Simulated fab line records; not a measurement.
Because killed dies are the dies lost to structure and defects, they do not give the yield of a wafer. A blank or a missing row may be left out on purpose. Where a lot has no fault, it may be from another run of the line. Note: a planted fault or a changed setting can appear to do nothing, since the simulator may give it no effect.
Which tool is to blame? + flow n5-finfet + Sampling: 11 lots, 33 wafers, 2 of 1938 route steps

## WHAT THE GAUGES READ, wafer by wafer
N5_DUMMY_GATE_CD_MEAS_50: the cd target is 14 nm.
| lot  | measured    | on        | cd-nm (nm)     |
|------|-------------|-----------|----------------|
| L075 | day 3 08:46 | cd-sem-01 | 14.1 13.5 14.0 |
| L077 | day 3 18:44 | cd-sem-03 | 13.7 13.9 14.6 |
| L079 | day 4 04:34 | cd-sem-02 | 14.1 13.8 14.3 |
| L082 | day 4 21:43 | cd-sem-02 | 14.3 13.0 13.6 |
| L084 | day 5 13:46 | cd-sem-01 | 13.9 14.7 13.3 |
| L086 | day 6 05:03 | cd-sem-01 | 14.5 14.8 14.6 |
| L089 | day 6 16:32 | cd-sem-03 | 14.2 13.8 13.9 |
| L091 | day 7 03:26 | cd-sem-01 | 13.6 14.1 14.3 |
| L093 | day 7 17:13 | cd-sem-02 | 14.3 14.4 14.3 |
| L095 | day 8 04:30 | cd-sem-01 | 14.3 13.7 13.7 |
| L097 | day 8 17:16 | cd-sem-02 | 14.3 14.5 13.6 |

## EACH LOT AND THE TOOL THAT RAN IT (in order: tool; ch and the chambers of the sampled wafers; start)
| lot  | N5_STI_FIN_REVEAL_OXIDATION_31      |
|------|-------------------------------------|
| L075 | plasma-asher-02 ch 0,1, day 2 21:41 |
| L077 | plasma-asher-01 ch 0,1, day 3 08:56 |
| L079 | plasma-asher-02 ch 0,1, day 3 18:57 |
| L082 | plasma-asher-01 ch 0,1, day 4 12:06 |
| L084 | plasma-asher-01 ch 0,1, day 5 03:38 |
| L086 | plasma-asher-02 ch 0,1, day 5 15:40 |
| L089 | plasma-asher-01 ch 0,1, day 6 06:28 |
| L091 | plasma-asher-02 ch 0,1, day 6 17:49 |
| L093 | plasma-asher-01 ch 0,1, day 7 07:31 |
| L095 | plasma-asher-02 ch 0,1, day 7 18:46 |
| L097 | plasma-asher-02 ch 0,1, day 8 07:06 |
- N5_STI_FIN_REVEAL_OXIDATION_31: chemistry O2 PLASMA REMOTE, time 20 s.

## THE ANSWER, worked out from the rows above alone
Rule: the lots themselves supply what counts as usual. The widest of any qualifying gaps counts: lots, ordered by their means at a reading, are off when they make up no more than a third of the lots, leave a main group of 4 or more, and stand apart from it by 3 or more times the standard deviation of that group's means. The tables above print the reading to a certain number of digits; a main group whose means all agree to those digits is not used. Also off: a lot with no number at a reading for which 4 or more lots have one. All remaining lots with rows at the step are treated as sound.
Nothing can be told from this: no lot is off at any reading shown.

## WHAT THE SIMULATOR HAD PUT IN
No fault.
